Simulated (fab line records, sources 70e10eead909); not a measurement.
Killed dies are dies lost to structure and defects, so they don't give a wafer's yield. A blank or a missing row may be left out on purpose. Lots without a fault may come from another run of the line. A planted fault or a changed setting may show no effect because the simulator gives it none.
Chamber matching | flow nand_harc | NHARC_A_STAIRCASE_STRIP_476 on rie_diel-04: 4 sister chambers
The step strips in O2, time 20 s. 24 wafers are shown with their chamber, then 12 later ones without.

WAFERS WITH THEIR CHAMBER
wafer  | chamber | showerhead_plenum_p_Torr (Torr) | drypump_motor_current_A (A) | oes_product_au (a.u.)
L074.3 | 1       | 3.71                            | 5.48                        | 1.021
L074.4 | 0       | 3.74                            | 5.81                        | 0.997
L074.5 | 2       | 3.58                            | 5.59                        | 0.988
L075.1 | 1       | 3.71                            | 5.49                        | 1.010
L075.2 | 3       | 3.58                            | 5.63                        | 1.007
L075.5 | 2       | 3.57                            | 5.69                        | 0.998
L078.3 | 2       | 3.57                            | 5.68                        | 0.994
L078.5 | 2       | 3.57                            | 5.65                        | 0.999
L078.6 | 1       | 3.70                            | 5.48                        | 1.002
L080.3 | 1       | 3.70                            | 5.49                        | 0.996
L080.4 | 2       | 3.57                            | 5.66                        | 0.983
L080.6 | 2       | 3.57                            | 5.63                        | 0.986
L081.1 | 1       | 3.69                            | 5.51                        | 1.007
L081.4 | 3       | 3.57                            | 5.65                        | 1.003
L081.5 | 1       | 3.69                            | 5.46                        | 1.004
L083.1 | 1       | 3.69                            | 5.52                        | 1.004
L083.3 | 3       | 3.57                            | 5.64                        | 1.006
L083.6 | 3       | 3.57                            | 5.63                        | 1.006
L087.3 | 2       | 3.55                            | 5.66                        | 0.990
L087.4 | 1       | 3.69                            | 5.45                        | 1.015
L087.6 | 3       | 3.56                            | 5.63                        | 1.005
L092.1 | 3       | 3.55                            | 5.64                        | 1.004
L092.2 | 2       | 3.54                            | 5.66                        | 0.982
L092.3 | 1       | 3.67                            | 5.47                        | 0.980

SIGNATURES (means of the wafers above)
reading                  | chamber 0 | chamber 1 | chamber 2 | chamber 3 | scatter within a chamber
showerhead_plenum_p_Torr | 3.7400    | 3.6944    | 3.5650    | 3.5667    | 0.0122
drypump_motor_current_A  | 5.8100    | 5.4833    | 5.6525    | 5.6367    | 0.0235
oes_product_au           | 0.99700   | 1.00433   | 0.99000   | 1.00517   | 0.00838
Rule: a wafer's distance from a chamber is the root of the sum, over the readings, of the square of ((its reading less the chamber's mean) divided by the reading's scatter). The wafer belongs to the nearest chamber; if the next one is less than 2 further off, it can't be placed. The scatter: the root of (the sum of the squares of (reading less its chamber's mean) over the shown wafers, divided by (wafers less chambers)).

WAFERS WITHOUT THEIR CHAMBER
wafer  | showerhead_plenum_p_Torr (Torr) | drypump_motor_current_A (A) | oes_product_au (a.u.)
L091.1 | 3.67                            | 5.48                        | 0.995
L091.4 | 3.67                            | 5.47                        | 0.973
L091.5 | 3.71                            | 5.80                        | 1.000
L094.3 | 3.71                            | 5.79                        | 0.999
L094.5 | 3.67                            | 5.50                        | 0.980
L094.6 | 3.54                            | 5.66                        | 0.984
L095.2 | 3.55                            | 5.62                        | 1.001
L095.4 | 3.70                            | 5.76                        | 0.989
L095.6 | 3.67                            | 5.45                        | 0.985
L096.1 | 3.55                            | 5.64                        | 0.989
L096.2 | 3.70                            | 5.82                        | 1.008
L096.5 | 3.67                            | 5.44                        | 0.988

WHICH CHAMBER EACH WENT THROUGH
wafer  | from the rows above     | in truth
L091.1 | 1                       | 1
L091.4 | 1                       | 1
L091.5 | 0                       | 0
L094.3 | 0                       | 0
L094.5 | 1                       | 1
L094.6 | can't be placed: 2 or 3 | 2
L095.2 | can't be placed: 3 or 2 | 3
L095.4 | 0                       | 0
L095.6 | 1                       | 1
L096.1 | can't be placed: 2 or 3 | 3
L096.2 | 0                       | 0
L096.5 | 1                       | 1
Placed correctly: 9 of 12. Can't be placed from these rows: 3 (the true chamber is among the candidates in 3). Placed wrongly: 0.
